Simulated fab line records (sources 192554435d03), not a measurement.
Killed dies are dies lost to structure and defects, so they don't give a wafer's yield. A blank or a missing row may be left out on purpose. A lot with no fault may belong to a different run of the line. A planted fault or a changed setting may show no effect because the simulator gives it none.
Struck lot and sound lot, side by side    flow n5Finfet    25 out of 1938 route steps
Sound: the wafers L337.1, L337.2, L337.5. Struck: wafers L345.3, L345.5, L345.6. Last of all comes the cause.
At each step with rows: each side's tool, then ch and its chambers, then its first start. Under that, the readings that differ: sound wafers    struck wafers    difference of the means    sigmas: that difference in standard deviations of wafers without a fault.
alike: words and numbers the same on both sides, and readings whose means are apart by under 2 such deviations; not compared: readings that were withheld, readings missing a value for some wafer, numbers with overlapping values and no deviation given by the record, and bounds like >300 which may hide the same value.
The two part at a step that has a row with sigmas, a row that says differs or no value, or rows on one side only. When numbers do not overlap yet have no deviation, they are printed without sigmas and do not part them. A reading missing from all wafers of one side parts the sides only when that side holds two or more wafers.

first, 2 steps without rows for these wafers: N5_BEOL_M0_TRENCH_ETCH_107 (etches SiOC in C4F6/O2, target depth 32.8 nm, time 16.4 s); N5_BEOL_M0_STRIP_142 (strips in N2/H2, time 10 s).
N5_BEOL_M0_OCD_MEAS_108:
  struck on ocd-02, day 9 08:38; sound on ocd-02, day 7 07:21
  alike: trenchDepthNm
then, 2 steps without rows for these wafers: N5_BEOL_M0_HM_STRIP_129 (strips TiN in peroxide tin strip, target depth 17 nm, time 108 s); N5_BEOL_M0_SRD_130 (time 30 s).
N5_BEOL_M0_ETCH_109: etches SiCN in CH3F/O2, target depth 8 nm, overetch 2.4 nm, time 27.4 s.
  sound on rieDiel-06 ch 1,3, day 7 07:28; struck on rieDiel-06 ch 0,1, day 9 08:47
  alike: drypumpMotorCurrentA, oesProductAu, rfVppV, showerheadPlenumPTorr, throttleValvePct
  not compared: rfHoursCounterH
then, 3 steps without rows for these wafers: N5_BEOL_M0_STRIP_139 (strips in post etch residue remover, time 60 s); N5_BEOL_M0_SRD_111 (time 30 s); N5_BEOL_M0_DEGAS_112 (time 60 s).
N5_BEOL_M0_PRE_CLEAN_113: time 30 s.
  struck on pvdSputter-03, day 9 09:20; sound on pvdSputter-01, day 7 07:47
  alike: heaterPowerW
N5_BEOL_M0_ALD_136: deposits TaN, pulse time 2 s, purge time 3 s, co reactant purge time 2 s.
  sound on aldMetal-02 ch 0,1, day 7 07:51; struck on aldMetal-01 ch 0,2,3, day 9 09:32
  alike: heaterPowerW
then, 1 step without rows for these wafers: N5_BEOL_M0_SURFACE_TREAT_137.
N5_BEOL_M0_CVD_115: deposits Co from CCTBA/H2, time 120 s.
  sound on cvdCo-01 ch 1,2, day 7 08:23; struck on cvdCo-01 ch 0,1, day 9 09:51
  no value came back on the struck wafers for chamberPressureTorr (Torr), runLengthS (s); on the sound wafers chamberPressureTorr (Torr) reads 30.03 29.93 29.96
then, 5 steps without rows for these wafers: N5_BEOL_M0_SPUTTER_116 (material Cu, target thk 4 nm, time 7.37 s); N5_BEOL_M0_ANNEAL_117 (time 60 s); N5_BEOL_M0_SPUTTER_132 (material Cu, target thk 4 nm, time 7.37 s); N5_BEOL_M0_ANNEAL_133 (time 60 s); N5_BEOL_M0_SPUTTER_134 (material Cu, target thk 4 nm, time 7.37 s).
N5_BEOL_M0_ANNEAL_135: time 60 s.
  struck on pvdSputter-03, day 9 10:18; sound on pvdSputter-03, day 7 10:18
  alike: heaterPowerW
N5_BEOL_M0_SPUTTER_141: material Cu, target thk 4 nm, time 7.37 s.
  struck on pvdSputter-03, day 9 10:20; sound on pvdSputter-03, day 7 10:20
  alike: chuckGasFlowSccm, throttleValvePct
then, 2 steps without rows for these wafers: N5_BEOL_M0_ECD_118 (material Cu, target thk 300 nm); N5_BEOL_M0_ANNEAL_119 (time 90 s).
N5_BEOL_M0_CMP_120: polishes, stops on SiOC, t overpolish 6.9 s.
  sound on cmp-04 ch 0,1,3, day 7 11:10; struck on cmp-02 ch 1,2,3, day 9 10:57
reading                    sound           struck          difference  sigmas
barrierFieldEndpointS (s)  3.86 3.54 3.72  1.85 1.75 1.83  -1.90       -19
  alike: edgeZonePressureFrac, motorCurrentA
N5_BEOL_M4_RC_MEAS_101:
  the record has rows for the sound wafers here (prober-01 ch 0, day 10 05:02) and none for the struck ones
-- the record jumps here: 9 days lie between the struck wafers' starts before and after (it left off in module BEOL_M4 and takes up again in module PASSIVATION, whose first step shown is number 1936 of the route) --
N5_PASSIVATION_PROBE_49:
  rows exist in the record for the struck wafers here (prober-01, day 18 08:53), but not for the sound ones

== WHERE THEY PART ==
First at N5_BEOL_M0_CVD_115; last, within this record, at N5_PASSIVATION_PROBE_49.

WHY: what had been put in by the simulator
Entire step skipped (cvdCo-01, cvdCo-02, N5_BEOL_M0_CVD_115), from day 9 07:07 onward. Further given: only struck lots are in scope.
